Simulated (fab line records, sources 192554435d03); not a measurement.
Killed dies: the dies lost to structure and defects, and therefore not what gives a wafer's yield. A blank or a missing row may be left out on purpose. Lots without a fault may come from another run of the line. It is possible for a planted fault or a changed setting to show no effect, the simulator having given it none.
Lot-split experiment -- flow n5_finfet -- route with 1938 steps; 7 lots, 39 wafers read

THE SPLIT
At N5_BEOL_M2_ILD_DEP_00 (deposits SiOC from DEMS/O2, target thk 79 nm, time 15.3 s), the setting target_thk_a was moved away from the recipe's 790 angstrom on 15 of the 39 wafers read, by -29.5% to +45.2%. This setting was run at the recipe's value on the other wafers.

The file shows no step between the split and the reading.

THE READING
M2_ILD_THK in nanometres, read at N5_BEOL_M2_THK_MEAS_01. On this fab line, fault-free wafers typically give 78.8 nm with a standard deviation of 1.1 nm.

wafer,"tool, chamber at the split","target_thk_a as run, angstrom",against the recipe,"M2_ILD_THK, nm",against lot-mates on the recipe
L079.1,"pecvd-03, 0,1",790,recipe,78.2,-
L079.2,"pecvd-03, 2",790,recipe,77.9,-
L079.3,"pecvd-03, 0,1",790,recipe,78.1,-
L079.4,"pecvd-03, 2",790,recipe,78.6,-
L079.5,"pecvd-03, 1",790,recipe,79.6,-
L079.6,"pecvd-03, 0",790,recipe,78.8,-
L078.1,"pecvd-04, 0",1147,+45.2%,113.1,+34.9
L078.2,"pecvd-04, 1",790,recipe,77.6,-
L078.3,"pecvd-04, 2",1147,+45.2%,111.9,+33.7
L078.4,"pecvd-04, 0",790,recipe,79.0,-
L078.5,"pecvd-04, 2",790,recipe,78.0,-
L078.6,"pecvd-04, 1",1147,+45.2%,115.2,+37.0
L083.1,"pecvd-04, 1",790,recipe,78.3,-
L083.2,"pecvd-04, 0",988.7,+25.2%,97.8,+19.5
L083.3,"pecvd-04, 2",790,recipe,76.9,-
L083.4,"pecvd-04, 0",988.7,+25.2%,99.4,+21.1
L083.5,"pecvd-04, 2",988.7,+25.2%,97.9,+19.6
L083.6,"pecvd-04, 1",790,recipe,79.8,-
L085.1,"pecvd-04, 2",790,recipe,77.8,-
L085.2,"pecvd-04, 1",556.9,-29.5%,54.5,-24.4
L085.3,"pecvd-04, 0,2",556.9,-29.5%,54.3,-24.6
L085.4,"pecvd-04, 1",790,recipe,78.8,-
L085.5,"pecvd-04, 0",790,recipe,80.1,-
L085.6,"pecvd-04, 0,2",556.9,-29.5%,54.3,-24.6
L088.1,"pecvd-03, 2,0",790,recipe,79.6,-
L088.2,"pecvd-03, 1",1061,+34.3%,105.6,+26.1
L088.3,"pecvd-03, 0",1061,+34.3%,105.9,+26.4
L088.4,"pecvd-03, 1",790,recipe,79.3,-
L088.5,"pecvd-03, 2,0",790,recipe,79.6,-
L088.6,"pecvd-03, 2",1061,+34.3%,107.6,+28.1
L092.1,"pecvd-02, 2",565.5,-28.4%,57.3,-22.9
L092.2,"pecvd-02, 0",565.5,-28.4%,55.4,-24.8
L092.3,"pecvd-02, 1",565.5,-28.4%,57.9,-22.3
L092.4,"pecvd-02, 1,2",790,recipe,80.9,-
L092.5,"pecvd-02, 1,2",790,recipe,81.0,-
L092.6,"pecvd-02, 0",790,recipe,78.7,-
L096.2,"pecvd-04, 1",790,recipe,77.8,-
L096.4,"pecvd-04, 2",790,recipe,77.4,-
L096.6,"pecvd-04, 0",790,recipe,79.4,-
The file does not say which wafer passed through which chamber wherever a row lists several chambers: such a row stands for several wafers.

THE FIT
A straight line over all 39 wafers: M2_ILD_THK changes by +0.787 nm for each +1% of target_thk_a; r = +1.00; the points scatter about the line by 1.1 nm.
The same after taking each lot's own level away (the mean of its wafers on the recipe; 39 wafers): +0.798 nm for each +1%; r = +1.00; scatter 0.95 nm.
According to that fit, moving target_thk_a by its largest amount changes the reading by 36 nm.
The lots' own levels span 78.20 to 80.20 nm, that is 1.8 times the standard deviation above.
The two slopes agree, so the slope changes little with the lot-to-lot level.
Check: for one of the wafers moved furthest among these (+45.2%), held out of the fit, the line's prediction against its lot-mates is +36 nm. Against them it came out at +34.9 nm.

ADDITIONAL SPLITS CARRIED BY THESE WAFERS
Other splits were also applied to these wafers ahead of the reading. Each is held against what the fit with the lots' levels taken away leaves over:
other split on the same wafers,wafers away from the commonest value,r with M2_ILD_THK (lot level and that fit taken away)
N5_FIN_SAQP_PECVD_06 time_s,9,+0.20
N5_HKMG_FIN_PWFM_ALD_03 ald_cycles,15,+0.14
N5_GATE_CUT_ETCH_56 target_depth_a,12,-0.07
N5_MOL_CONTACT_COAG_ETCH_124 target_depth_a,18,-0.03

THE WHOLE CHAIN: every reading that the file lists as answering this split, in the file's order
step,what it does,reading,change (the file's fit),r (the file's)
N5_BEOL_M2_ILD_DEP_00,"deposits SiOC from DEMS/O2, target thk 79 nm, time 15.3 s","SiOC_of_BEOL_M2_ILD_DEP_00.thk_nm (the simulator's own value, which no gauge read)",+0.796 nm for each +1% of the setting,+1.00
N5_BEOL_M2_THK_MEAS_01,,M2_ILD_THK,+0.796 for each +1% of the setting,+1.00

FILE'S OWN FIT
M2_ILD_THK changes by +0.796 nm for each +1% of target_thk_a, r = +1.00.
